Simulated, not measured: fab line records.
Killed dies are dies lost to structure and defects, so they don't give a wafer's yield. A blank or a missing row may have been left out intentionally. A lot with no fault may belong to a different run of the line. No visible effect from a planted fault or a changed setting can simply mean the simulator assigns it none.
A struck lot beside a sound one || flow n5_finfet || 16 steps out of a route of 1938
Sound: wafers L842.1, L842.2, L842.5. Wafers struck: L846.1, L846.4, L846.5. The cause comes at the end.
For every step that has rows: the tool of each side, followed by ch and its chambers, followed by its first start. Under that, the readings that differ: sound wafers || struck wafers || difference of the means || sigmas: that difference in standard deviations of wafers without a fault.
alike: words and numbers the same on both sides, and readings whose means are apart by under 2 such deviations; not compared: readings that were withheld, readings missing a value for some wafer, numbers with overlapping values and no deviation given by the record, and bounds like >300 which may hide the same value.
The two part at a step that has a row with sigmas, a row that says differs or no value, or rows on one side only. Non-overlapping numbers with no deviation appear without sigmas and do not part them. Lack of a reading on every wafer of one side parts them only where that side has two or more wafers.

first, 4 steps without rows for these wafers: N5_BEOL_M4_SPUTTER_79 (material Cu, target thk 4.5 nm, time 8.29 s); N5_BEOL_M4_ANNEAL_80 (time 240 s); N5_BEOL_M4_SPUTTER_81 (material Cu, target thk 4.5 nm, time 8.29 s); N5_BEOL_M4_ANNEAL_82 (time 240 s).
N5_BEOL_M4_SPUTTER_86: material Cu, target thk 4.5 nm, time 8.29 s.
  sound on pvd_sputter-02, day 8 19:44; struck on pvd_sputter-01, day 9 13:04
  alike: chamber_pressure_pa, chuck_gas_flow_sccm, throttle_valve_pct
N5_BEOL_M4_ANNEAL_87: time 240 s.
  sound on pvd_sputter-02, day 8 19:49; struck on pvd_sputter-01, day 9 13:09
  alike: heater_power_w
N5_BEOL_M4_SPUTTER_88: material Cu, target thk 4.5 nm, time 8.29 s.
  sound on pvd_sputter-02, day 8 19:57; struck on pvd_sputter-01, day 9 13:17
  alike: chamber_pressure_pa, chuck_gas_flow_sccm, throttle_valve_pct
then, 2 steps without rows for these wafers: N5_BEOL_M4_ANNEAL_89 (time 240 s); N5_BEOL_M4_SPUTTER_90 (material Cu, target thk 4.5 nm, time 8.29 s).
N5_BEOL_M4_ANNEAL_91: time 240 s.
  sound on pvd_sputter-02, day 8 20:15; struck on pvd_sputter-01, day 9 13:35
  alike: heater_power_w
N5_BEOL_M4_SPUTTER_92: material Cu, target thk 4.5 nm, time 8.29 s.
  sound on pvd_sputter-02, day 8 20:23; struck on pvd_sputter-01, day 9 13:44
  alike: chamber_pressure_pa, chuck_gas_flow_sccm, throttle_valve_pct
then, 1 step without rows for these wafers: N5_BEOL_M4_ANNEAL_93 (time 240 s).
N5_BEOL_M4_SPUTTER_94: material Cu, target thk 4.5 nm, time 8.29 s.
  sound on pvd_sputter-02, day 8 20:37; struck on pvd_sputter-01, day 9 13:57
  no value came back on the struck wafers for chamber_pressure_pa (Pa), chuck_gas_flow_sccm (sccm), throttle_valve_pct (%); on the sound wafers chamber_pressure_pa (Pa) reads 0.06988 0.06977 0.06982
then, 1 step without rows for these wafers: N5_BEOL_M4_ANNEAL_95 (time 240 s).
N5_BEOL_M4_RC_MEAS_101:
  sound on prober-01 ch 0, day 8 21:56; struck on prober-01 ch 0, day 9 15:20
  alike: DIBL_N, DIBL_P, IOFF_N, IOFF_P, ION_N, ION_P, SS_N, SS_P, VT_N, VT_P
-- a jump in the record: the struck wafers' starts before and after are 5 days apart (it breaks off in module BEOL_M4 and resumes in module PASSIVATION, where the first step shown is number 1936 of the route) --
N5_PASSIVATION_PROBE_49:
  sound on prober-01, day 13 08:55; struck on prober-02, day 14 03:35
  alike: defect_limited_yield, killed_at_M0_to_M3, killed_at_M4_up, killed_at_contacts, killed_at_front_end, killed_at_other, killed_dies, killed_on_rim, killed_open, killed_short, sort_bin_5_function, sort_bin_6_memory, sort_n_pass, sort_yield_pct

## WHERE THEY PART
At N5_BEOL_M4_SPUTTER_94 and nowhere else, as far as this record goes. Later steps at which nothing parts them and some readings are alike: N5_BEOL_M4_RC_MEAS_101, N5_PASSIVATION_PROBE_49.

WHY: what had been put in by the simulator
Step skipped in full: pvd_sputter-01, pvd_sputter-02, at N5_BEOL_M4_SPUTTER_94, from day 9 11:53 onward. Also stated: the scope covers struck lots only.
